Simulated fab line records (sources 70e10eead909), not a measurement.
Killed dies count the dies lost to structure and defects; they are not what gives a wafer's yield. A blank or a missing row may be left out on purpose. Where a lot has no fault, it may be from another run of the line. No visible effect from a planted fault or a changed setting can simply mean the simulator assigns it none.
Struck lot and sound lot, side by side -- flow nand_harc -- 14 out of 1302 route steps
Sound: the wafers L328.1, L328.4, L328.5. Wafers L336.2, L336.4, L336.5 were the ones struck. The cause is named last.
At each step with rows: each side's tool, then ch and its chambers, then its first start. Under that, the readings that differ: sound wafers -- struck wafers -- difference of the means -- sigmas: that difference in standard deviations of wafers without a fault.
alike: readings whose means differ by less than 2 such deviations, and words and numbers that are the same on both sides. not compared: withheld readings, readings that some wafer has no value for, bounds like >300 that may hide the same value, and numbers for which the record gives no deviation and whose values overlap.
Wherever a step has rows on one side only, a row that says differs or no value, or a row with sigmas, the two part there. When numbers do not overlap yet have no deviation, they are printed without sigmas and do not part them. A reading missing from all wafers of one side parts the sides only when that side holds two or more wafers.

NHARC_A_CONTACT_ETCH_51: etches the open film in O2/COS, target depth 7000 nm, time 1820 s.
  sound: rie_diel-10 ch 0,1; struck: rie_diel-05 ch 1,2,3
  alike: bias_w, chamber_pressure_mTorr, drypump_motor_current_A, mfc_ar_sccm, oes_product_au, rf_vpp_V, showerhead_plenum_p_Torr, throttle_valve_pct
  not compared: rf_hours_counter_h
then, 3 steps without rows for these wafers: NHARC_A_CONTACT_ETCH_111 (etches the open film in C4F8/O2/Ar, time 140 s, target depth 700 nm); NHARC_A_CONTACT_ETCH_112 (etches the open film in C4F8/O2/Ar, time 190 s, target depth 1850 nm); NHARC_A_CONTACT_ETCH_113 (etches the open film in C4F8/O2/Ar, time 190 s, target depth 1850 nm).
NHARC_A_CONTACT_ETCH_114: etches the open film in C4F8/O2/Ar, time 190 s, target depth 1850 nm.
  sound on har_cap_etch-03 ch 0,1, day 25 03:02; struck on har_cap_etch-03 ch 0, day 27 04:26
reading,sound,struck,difference,sigmas
oes_air_line_au (a.u.),0.972 0.999 0.989,1.054 1.033 1.025,+0.051,+3
  alike: chamber_pressure_mTorr
  not compared: rf_hours_counter_h
then, 4 steps without rows for these wafers: NHARC_A_CONTACT_ETCH_115 (etches the open film in C4F8/O2/Ar, time 190 s, target depth 1850 nm); NHARC_A_CONTACT_ETCH_116 (etches the open film in C4F8/O2/Ar, time 190 s, target depth 1850 nm); NHARC_A_CONTACT_ETCH_117 (etches the open film in C4F8/O2/Ar, time 190 s, target depth 1850 nm); NHARC_A_CONTACT_ETCH_118 (etches the open film in C4F8/O2/Ar, time 190 s, target depth 1850 nm).
NHARC_A_CONTACT_ETCH_119: etches the open film in C4F8/O2/Ar, time 190 s, target depth 1850 nm.
  sound on har_cap_etch-03 ch 0,1, day 25 03:53; struck on har_cap_etch-03 ch 0, day 27 05:18
  alike: chamber_pressure_mTorr, oes_air_line_au
  not compared: rf_hours_counter_h
then, 1 step without rows for these wafers: NHARC_A_CONTACT_ETCH_120 (etches the open film in C4F8/O2/Ar, time 190 s, target depth 1850 nm).
NHARC_A_CONTACT_ETCH_121: etches the open film in C4F8/O2/Ar, time 190 s, target depth 1850 nm.
  sound on har_cap_etch-03 ch 0,1, day 25 04:13; struck on har_cap_etch-03 ch 0, day 27 05:39
  alike: chamber_pressure_mTorr, oes_air_line_au
  not compared: rf_hours_counter_h
NHARC_A_CONTACT_ETCH_122: etches the open film in C4F8/O2/Ar, time 190 s, target depth 1850 nm.
  sound on har_cap_etch-03 ch 0,1, day 25 04:24; struck on har_cap_etch-03 ch 0, day 27 05:49
  no value came back on the struck wafers for chamber_pressure_mTorr (mTorr), oes_air_line_au (a.u.), time_s (s); on the sound wafers chamber_pressure_mTorr (mTorr) reads 19.998 19.982 20.031
  not compared: rf_hours_counter_h
NHARC_A_CONTACT_ETCH_123: etches the open film in C4F8/O2/Ar, time 490 s, target depth 2110 nm.
  sound on har_cap_etch-03 ch 0,1, day 25 04:38; struck on har_cap_etch-03 ch 0, day 27 06:02
  alike: chamber_pressure_mTorr, oes_air_line_au
  not compared: rf_hours_counter_h

== WHERE THEY PART ==
First at NHARC_A_CONTACT_ETCH_114; last, within this record, at NHARC_A_CONTACT_ETCH_122. Later steps at which nothing parts them and some readings are alike: NHARC_A_CONTACT_ETCH_123.

WHY: what had been put in by the simulator
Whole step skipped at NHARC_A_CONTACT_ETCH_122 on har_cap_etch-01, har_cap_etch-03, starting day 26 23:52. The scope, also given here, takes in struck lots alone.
